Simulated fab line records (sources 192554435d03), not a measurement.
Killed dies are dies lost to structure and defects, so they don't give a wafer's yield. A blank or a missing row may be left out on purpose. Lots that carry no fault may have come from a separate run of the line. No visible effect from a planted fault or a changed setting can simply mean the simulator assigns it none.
Chamber matching | flow n5_finfet | N5_BEOL_M9_DESCUM_33 on rie_diel-05 has 4 sister chambers
The step chemistry O2, time 7 s. 18 wafers are shown with their chamber, then 9 later ones without.

## WAFERS, EACH WITH ITS CHAMBER
wafer  | chamber | showerhead_plenum_p_Torr (Torr) | throttle_valve_pct (%) | oes_product_au (a.u.)
L074.1 | 2       | 2.02                            | 20.39                  | 0.85
L074.4 | 2       | 2.02                            | 20.38                  | 0.84
L074.6 | 3       | 2.18                            | 20.87                  | 0.71
L075.2 | 2       | 2.02                            | 20.38                  | 0.84
L075.3 | 3       | 2.18                            | 20.85                  | 0.71
L075.6 | 2       | 2.02                            | 20.39                  | 0.83
L078.1 | 2       | 2.02                            | 20.40                  | 0.84
L078.2 | 3       | 2.17                            | 20.87                  | 0.71
L078.3 | 1       | 2.14                            | 19.95                  | 1.02
L078.4 | 0       | 2.01                            | 20.46                  | 0.70
L078.5 | 2       | 2.02                            | 20.41                  | 0.83
L078.6 | 1       | 2.14                            | 19.94                  | 1.01
L077.1 | 0       | 2.01                            | 20.50                  | 0.69
L077.3 | 2       | 2.02                            | 20.41                  | 0.83
L077.5 | 3       | 2.17                            | 20.87                  | 0.71
L085.1 | 1       | 2.14                            | 19.97                  | 0.97
L085.3 | 0       | 2.00                            | 20.49                  | 0.70
L085.5 | 3       | 2.17                            | 20.87                  | 0.70

SIGNATURES (means of the wafers above)
reading                  | chamber 0 | chamber 1 | chamber 2 | chamber 3 | scatter within a chamber
showerhead_plenum_p_Torr | 2.0067    | 2.1400    | 2.0200    | 2.1740    | 0.00365
throttle_valve_pct       | 20.4833   | 19.9533   | 20.3943   | 20.8660   | 0.0137
oes_product_au           | 0.6967    | 1.0000    | 0.8371    | 0.7080    | 0.0116
Rule: a wafer's distance from a chamber is the root of the sum, over the readings, of the square of ((its reading less the chamber's mean) divided by the reading's scatter). The wafer belongs to the nearest chamber; if the next one is less than 2 further off, it can't be placed. The scatter: the root of (the sum of the squares of (reading less its chamber's mean) over the shown wafers, divided by (wafers less chambers)).

## WAFERS WITH NO CHAMBER GIVEN
wafer  | showerhead_plenum_p_Torr (Torr) | throttle_valve_pct (%) | oes_product_au (a.u.)
L086.1 | 2.17                            | 20.88                  | 0.70
L086.3 | 2.14                            | 19.97                  | 0.98
L086.6 | 2.14                            | 19.96                  | 0.97
L093.3 | 2.13                            | 19.99                  | 0.94
L093.5 | 2.01                            | 20.44                  | 0.81
L093.6 | 2.17                            | 20.91                  | 0.69
L094.2 | 2.16                            | 20.91                  | 0.70
L094.3 | 2.00                            | 20.52                  | 0.68
L094.6 | 2.00                            | 20.50                  | 0.68

## WHICH CHAMBER EACH ONE RAN IN
wafer  | from the rows above | in truth
L086.1 | 3                   | 3
L086.3 | 1                   | 1
L086.6 | 1                   | 1
L093.3 | 1                   | 1
L093.5 | 2                   | 2
L093.6 | 3                   | 3
L094.2 | 3                   | 3
L094.3 | 0                   | 0
L094.6 | 0                   | 0
9 of 9 placed correctly. Not placeable from these rows: 0. Placed wrongly: 0.
